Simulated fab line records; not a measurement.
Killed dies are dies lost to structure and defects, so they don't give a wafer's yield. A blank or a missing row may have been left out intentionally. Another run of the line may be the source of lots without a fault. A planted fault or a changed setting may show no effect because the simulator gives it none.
Which of the tools did it? ; flow n5 finfet ; 11 lots, 31 wafers sampled, at 2 steps of a route of 1938

== WHAT EACH GAUGE READ, for each wafer ==
N5_PASSIVATION_CD_MEAS_10: target cd 3000 nm. Usual: cd nm 2999.3 nm, standard deviation 2.5.
lot;measured;on;cd nm (nm);flag
L778;day 12 14:37;cd sem-03;2998.4 2996.9 2996.0;
L777;day 12 17:35;cd sem-02;2996.9 2997.3 2997.0;
L779;day 12 10:32;cd sem-03;2999.6 3001.1 3004.5;
L780;day 12 19:18;cd sem-01;3000.1 3000.0 2999.5;
L783;day 13 17:50;cd sem-02;2994.8 2997.2 2998.2;
L785;day 13 18:55;cd sem-03;2997.5 2997.7 2997.7;
L786;day 14 08:29;cd sem-02;2997.8 2997.3 2998.2;
L792;day 16 02:13;cd sem-01;3004.2 3000.2 3002.2;
L795;day 16 20:31;cd sem-03;3002.7 3006.2;
L796;day 17 07:38;cd sem-01;2997.8 3000.9;
L799;day 17 22:24;cd sem-03;3000.5 2999.3 3004.4;

== WHICH TOOL RAN EACH LOT (tool, then ch and the chambers of the sampled wafers, then the start) ==
lot;N5_BEOL_M7_HM_STRIP_39
L778;wet bench-06 ch 0,3,5, day 9 05:08
L777;wet bench-06 ch 0,1,4, day 9 06:03
L779;wet bench-01 ch 2,3,6, day 9 10:22
L780;wet bench-05 ch 2,3,5, day 10 05:29
L783;wet bench-01 ch 0,4,6, day 10 18:33
L785;wet bench-05 ch 2,3,7, day 11 01:34
L786;wet bench-05 ch 1,4,5, day 11 07:51
L792;wet bench-06 ch 2,3,4, day 13 01:10
L795;wet bench-06 ch 4,5, day 13 22:40
L796;wet bench-01 ch 1,7, day 14 09:47
L799;wet bench-06 ch 0,1,3, day 15 01:22
- N5_BEOL_M7_HM_STRIP_39: strips TiN in peroxide tin strip, target depth 25 nm, time 158 s.

== WHAT THE TOOLS THEMSELVES READ (means of the sampled wafers that have a number; where no wafer has one, the mark that the record gives instead) ==
N5_BEOL_M7_HM_STRIP_39. Usual: bath heat duty pct 7.0 %, standard deviation 0.76.
lot;tool;bath heat duty pct (%);flag
L778;wet bench-06;7.9;
L777;wet bench-06;6.8;
L779;wet bench-01;7.0;
L780;wet bench-05;6.2;
L783;wet bench-01;7.5;
L785;wet bench-05;6.9;
L786;wet bench-05;7.5;
L792;wet bench-06;6.8;
L795;wet bench-06;6.7;
L796;wet bench-01;6.3;
L799;wet bench-06;7.1;

== THE ANSWER, worked out from the rows above alone ==
Rule: take the mean of a lot's wafers that have a number; if it is more than 3 standard deviations from the usual mean, the lot is off. A lot without any number at a reading at which 4 lots or more have one is off too. The other lots that the step has rows for count as sound. First the gauges in route order, then the tools' own readings, where a lot's mean is used as printed above. At the first step where some lot is off, the reading lying furthest off is the one used; lots without a number count as furthest.
No lot is off at any reading shown: from this, nothing can be told.

== WHAT HAD BEEN PUT IN BY THE SIMULATOR ==
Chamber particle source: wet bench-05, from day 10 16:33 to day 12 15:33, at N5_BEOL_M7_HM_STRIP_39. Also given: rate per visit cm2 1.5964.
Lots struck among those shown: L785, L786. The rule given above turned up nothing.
